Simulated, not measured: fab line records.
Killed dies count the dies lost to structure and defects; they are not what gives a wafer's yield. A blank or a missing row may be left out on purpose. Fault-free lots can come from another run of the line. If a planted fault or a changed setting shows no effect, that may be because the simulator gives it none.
Matching of chambers | flow n5 finfet | 3 sister chambers for N5_BEOL_M5_CURE_80 on uv cure-01
The step cures SiCOH lowk, time 120 s. 3 wafers are shown with their chamber, then 10 later ones without.

WAFERS, EACH WITH ITS CHAMBER
wafer  | chamber | wafer_temp_C_max
L075.5 | 1       | 372.2
L088.5 | 0       | 372.0
L089.5 | 2       | 372.0

WAFERS WHOSE CHAMBER IS MISSING
wafer  | wafer_temp_C_max
L089.6 | 371.5
L093.1 | 371.5
L093.2 | 371.2
L093.4 | 371.4
L093.3 | 371.7
L093.5 | 371.9
L093.6 | 371.2
L095.2 | 370.8
L095.3 | 371.4
L095.4 | 371.9

WHICH CHAMBER EACH WENT THROUGH
wafer  | from the rows above          | in truth
L089.6 | can't be placed: 0 or 2 or 1 | 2
L093.1 | can't be placed: 0 or 2 or 1 | 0
L093.2 | can't be placed: 0 or 2 or 1 | 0
L093.4 | can't be placed: 0 or 2 or 1 | 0
L093.3 | can't be placed: 0 or 2 or 1 | 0
L093.5 | can't be placed: 0 or 2 or 1 | 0
L093.6 | can't be placed: 0 or 2 or 1 | 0
L095.2 | can't be placed: 0 or 2 or 1 | 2
L095.3 | can't be placed: 0 or 2 or 1 | 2
L095.4 | can't be placed: 0 or 2 or 1 | 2
0 of 10 placed correctly. Not placeable from these rows: 10 (in 10, the candidates include the true chamber). Wrongly placed: 0.
How it was worked out, from the rows above alone: a wafer's distance from a chamber is the root of the sum, over the readings, of the square of ((its reading less the chamber's mean) divided by the reading's scatter). If the next closest chamber is less than 2 further off than the closest, the wafer can't be placed; otherwise it belongs to the closest. For every chamber, the mean is computed from those of its wafers that are shown. The scatter: root of mean squared gap, hidden wafer to nearest shown wafer, with one shown wafer a chamber.
